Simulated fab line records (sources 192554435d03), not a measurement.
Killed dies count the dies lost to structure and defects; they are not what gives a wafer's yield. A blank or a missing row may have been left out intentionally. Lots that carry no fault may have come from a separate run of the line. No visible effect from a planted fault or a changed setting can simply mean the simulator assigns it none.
Which tool was responsible?	flow n5 finfet	11 lots, 33 wafers sampled, at 2 steps of a route of 1938

== WHAT THE GAUGES SHOWED, per wafer ==
N5_BEOL_M12_INSPECT_12: inspects for defects (macro). Usual: raw defect count reads 2.0 (standard deviation 1.4).
lot	measured	on	raw defect count	flag
L902	day 11 01:17	defect inspect-02	3 2 1	
L903	day 11 06:35	defect inspect-02	3 2 5	
L905	day 11 15:04	defect inspect-01	0 1 1	
L908	day 12 15:30	defect inspect-02	3 1 6	
L907	day 12 19:49	defect inspect-02	0 4 1	
L912	day 15 00:41	defect inspect-01	3 2 1	
L914	day 15 09:51	defect inspect-02	2 3 1	
L920	day 15 10:23	defect inspect-02	1 1 3	
L917	day 15 17:18	defect inspect-02	0 3 2	
L918	day 15 21:21	defect inspect-01	1 2 0	
L925	day 17 09:11	defect inspect-02	1 3 2	

== EACH LOT AND THE TOOL THAT RAN IT (in order: tool; ch and the chambers of the sampled wafers; start) ==
lot	N5_BEOL_M11_SURFACE_TREAT_76
L902	pvd sputter-01, day 10 23:24
L903	pvd sputter-03, day 11 03:42
L905	pvd sputter-03, day 11 13:17
L908	pvd sputter-03, day 12 13:20
L907	pvd sputter-01, day 12 17:53
L912	pvd sputter-01, day 14 22:34
L914	pvd sputter-03, day 15 07:14
L920	pvd sputter-01, day 15 08:00
L917	pvd sputter-01, day 15 15:02
L918	pvd sputter-02, day 15 19:25
L925	pvd sputter-02, day 17 07:15
- N5_BEOL_M11_SURFACE_TREAT_76

== WHAT THE TOOLS THEMSELVES READ (means of the sampled wafers that have a number; where no wafer has one, the mark that the record gives instead) ==
The record holds no such reading with a usual standard deviation.

== THE ANSWER, worked out from the rows above alone ==
Rule: a lot is off if the mean of its wafers that have a number lies more than 3 standard deviations from the usual mean. Also off: a lot with no number at a reading for which 4 or more lots have one. Any other lot the step has rows for is counted as sound. First the gauges in route order, then the tools' own readings, where a lot's mean is used as printed above. The first step at which some lot is off is used, and at that step the reading that is off furthest; a lot without a number counts as furthest.
None of the lots is off at any reading shown; this tells nothing.

== WHAT WAS PUT IN BY THE SIMULATOR ==
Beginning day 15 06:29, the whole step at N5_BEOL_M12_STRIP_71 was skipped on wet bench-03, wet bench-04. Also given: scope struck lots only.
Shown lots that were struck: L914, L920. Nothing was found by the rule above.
